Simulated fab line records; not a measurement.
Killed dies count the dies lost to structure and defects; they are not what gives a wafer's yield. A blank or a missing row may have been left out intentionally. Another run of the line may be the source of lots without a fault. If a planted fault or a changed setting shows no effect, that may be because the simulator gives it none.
Code-filled problem report in 8D (eight disciplines) form ; flow n5-finfet ; the parts of the form that need people (team, actions taken, sign-off) are left out

== 1. THE PROBLEM ==
susceptor-temp-C at N5_BEOL_M7_PECVD_70 reads a mean of 405.33 C on 3 wafers of 2 lots; wafers without a fault read 400.02 C with a standard deviation of 0.25. That puts it +21 standard deviations away from the usual mean.
The step: deposits SiO2 from TEOS/O2, target thk 20 nm, time 22.7 s.
Earliest sighting: wafer L601.3 on pecvd-01 at day 13 18:35. At this step, 12 wafers from 4 lots have a number in the record. The rule behind "out" and "out of limits": a value lying over 4 standard deviations away from the usual mean. Any other wafer with a number is counted as sound.

== 2. WHAT IT IS AND WHAT IT IS NOT ==
question;is;is not
which readings at this step;susceptor-temp-C;heater-power-w, showerhead-plenum-p-Torr, throttle-valve-pct
which lots;L601, L603;L594, L606
which wafers of those lots;L601.3, L601.6, L603.2;L601.4, L603.3, L603.6
read on which tools;pecvd-01;pecvd-04
when;from day 13 18:35;"up to then (4 sound wafers); but 5 sound wafers of L603, L606 came after"

== 3. WHAT RULES OUT EACH SUSPECT ==
Counting: a tool at a process step up to the reading stays a suspect if it ran every lot that is out. Sound lots after the first of them don't rule it out here, since some wafers of a struck lot are sound.
- pecvd-01 at N5_BEOL_M7_PECVD_70 (deposits SiO2 from TEOS/O2, target thk 20 nm, time 22.7 s): kept. It processed each lot that is out (first: L601, day 13 18:35); up to then, its last sound lot is L594 (day 10 14:12). Its own susceptor-temp-C readings are out on those wafers.
- At N5_BEOL_M7_PECVD_70, inside pecvd-01: chamber 0 took the wafers that are out, while their sound lot-mates went through chambers 1, 2.
The count leaves pecvd-01 at N5_BEOL_M7_PECVD_70.

== 4. THE CAUSE (what the simulator had put in) ==
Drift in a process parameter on pecvd-01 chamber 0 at N5_BEOL_M7_PECVD_70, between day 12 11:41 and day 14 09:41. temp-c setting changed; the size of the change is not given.
Only this tool survived the counting.

== 5. THE CHAIN OF EFFECTS, in route order ==
Each row: a reading where the mean over the struck wafers with a number is more than 3 standard deviations away from the usual. Scope: only readings with a usual standard deviation given in the record; hours: median across lots of the time from each lot's start at the first step in this table that gives one to its start at this step; sigmas: change in usual standard deviations.
hours;step;reading;usual;on struck wafers;change;sigmas
0;N5_BEOL_M7_PECVD_70;susceptor-temp-C;400.02 C;405.33;+5.31;+21
Here are the process steps it includes:
- N5_BEOL_M7_PECVD_70: deposits SiO2 from TEOS/O2, target thk 20 nm, time 22.7 s.

== 6. HOW IT WOULD HAVE BEEN CAUGHT EARLIER ==
In this record no reading fell out of limits until day 13 18:35, 31 hours after the fault had begun at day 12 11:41.
